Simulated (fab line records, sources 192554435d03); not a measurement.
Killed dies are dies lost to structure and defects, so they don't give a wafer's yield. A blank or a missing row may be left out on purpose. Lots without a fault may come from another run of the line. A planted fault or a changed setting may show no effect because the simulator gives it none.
Problem report in the 8D (eight disciplines) form, filled by code | flow n5_finfet | the parts of the form that need people (team, actions taken, sign-off) are left out

1. THE PROBLEM
killed_at_M4_up at N5_PASSIVATION_PROBE_49 reads a mean of 99 on 1 wafer of 1 lot; wafers without a fault read 14 with a standard deviation of 5.2. That is +16 standard deviations from the usual mean.
First seen on wafer L900.6, day 16 21:09, on prober-02. The record holds 3 wafers of 1 lot with a number at this step. Rule for "out", or "out of limits": more than 4 standard deviations from the usual mean. The other wafers with a number count as sound.

2. WHAT IT IS AND WHAT IT IS NOT
question                    | is                                                                                                   | is not
which readings at this step | killed_at_M4_up, defect_limited_yield, killed_dies, sort_bin_5_function, sort_n_pass, sort_yield_pct | killed_at_M0_to_M3, killed_at_contacts, killed_at_front_end, killed_at_other, killed_on_rim, killed_open, killed_short, sort_bin_6_memory
which lots                  | L900                                                                                                 | -
which wafers of those lots  | L900.6                                                                                               | L900.4, L900.5
read on which tools         | prober-02                                                                                            | -
when                        | from day 16 21:09                                                                                    | up to then (2 sound wafers)

3. SUSPECTS, AND WHAT RULES EACH OUT
Counting: a tool at a process step up to the reading stays a suspect if it ran every lot that is out. Sound lots after the first of them don't rule it out here, since some wafers of a struck lot are sound.
- rie_diel-01 at N5_BEOL_M15_ETCH_61 (etches BARC in N2/H2, target depth 89 nm, overetch 26.7 nm, time 67.9 s): kept. It ran the lot that is out, L900 (day 15 15:32).
- rie_diel-04 at N5_BEOL_M15_ETCH_38 (etches SiCN in CF4/N2, target depth 106.4 nm, time 120.5 s): kept. It ran the lot that is out, L900 (day 16 02:38). N5_BEOL_M15_ETCH_38 gives no start for some lots, so the hours and the order of its lots are those of N5_BEOL_M15_SPUTTER_43.
- pvd_sputter-01 at N5_BEOL_M15_SPUTTER_43 (material TaN, target thk 15 nm, time 24.19 s): kept. It ran the lot that is out, L900 (day 16 02:38).
- prober-02 at N5_PASSIVATION_PROBE_49: kept. It ran the lot that is out, L900 (day 16 21:03). Its own readings are out on those wafers: defect_limited_yield, killed_at_M4_up, killed_dies, sort_bin_5_function, sort_n_pass, sort_yield_pct.
- Within rie_diel-01 at N5_BEOL_M15_ETCH_61: the wafers that are out ran in chamber 1; their sound lot-mates ran in chambers 2, 3.
- Within rie_diel-04 at N5_BEOL_M15_ETCH_38: the wafers that are out ran in chamber 3; their sound lot-mates ran in chambers 0, 2.
Left after counting: rie_diel-01 at N5_BEOL_M15_ETCH_61, rie_diel-04 at N5_BEOL_M15_ETCH_38, pvd_sputter-01 at N5_BEOL_M15_SPUTTER_43, prober-02 at N5_PASSIVATION_PROBE_49.

4. THE CAUSE (what the simulator had put in)
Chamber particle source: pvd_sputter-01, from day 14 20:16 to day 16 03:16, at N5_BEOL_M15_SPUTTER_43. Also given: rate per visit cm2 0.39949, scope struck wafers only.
Counting left 4 suspects, and this tool is among them.

5. THE CHAIN OF EFFECTS, in route order
Each row: a reading whose mean over the struck wafers that have a number lies more than 3 standard deviations from the usual. Only readings for which the record gives a usual standard deviation are gone through. hours: the time from each lot's start at the first step in this table that gives one to its start at this step, as a median over the lots. sigmas: the change in usual standard deviations.
hours | step                    | reading              | usual  | on struck wafers | change | sigmas
0     | N5_PASSIVATION_PROBE_49 | defect_limited_yield | 91.3 % | 85.0             | -6.3   | -4.8
0     | N5_PASSIVATION_PROBE_49 | killed_at_M4_up      | 14     | 99               | +85    | +16
0     | N5_PASSIVATION_PROBE_49 | killed_dies          | 103    | 177              | +74    | +4.9
0     | N5_PASSIVATION_PROBE_49 | sort_bin_5_function  | 5.1 %  | 10.0             | +4.9   | +5.6
0     | N5_PASSIVATION_PROBE_49 | sort_n_pass          | 1077   | 1003             | -74    | -4.9
0     | N5_PASSIVATION_PROBE_49 | sort_yield_pct       | 91.3 % | 85.0             | -6.3   | -4.8
The process steps in it:
- N5_PASSIVATION_PROBE_49

6. WHAT WOULD HAVE CAUGHT IT SOONER
In this record the first reading out of limits was taken at day 16 21:09, 49 hours after the fault began at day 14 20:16.
Of the tool readings at N5_BEOL_M15_SPUTTER_43 for which the record gives a usual standard deviation, none was out on any struck wafer, so an alarm limit of 4 standard deviations on them would not have fired.
All the lots that are out (1) had begun N5_BEOL_M15_SPUTTER_43 on pvd_sputter-01 by day 16 21:09. A hold on the tool at that time would have spared none of them.
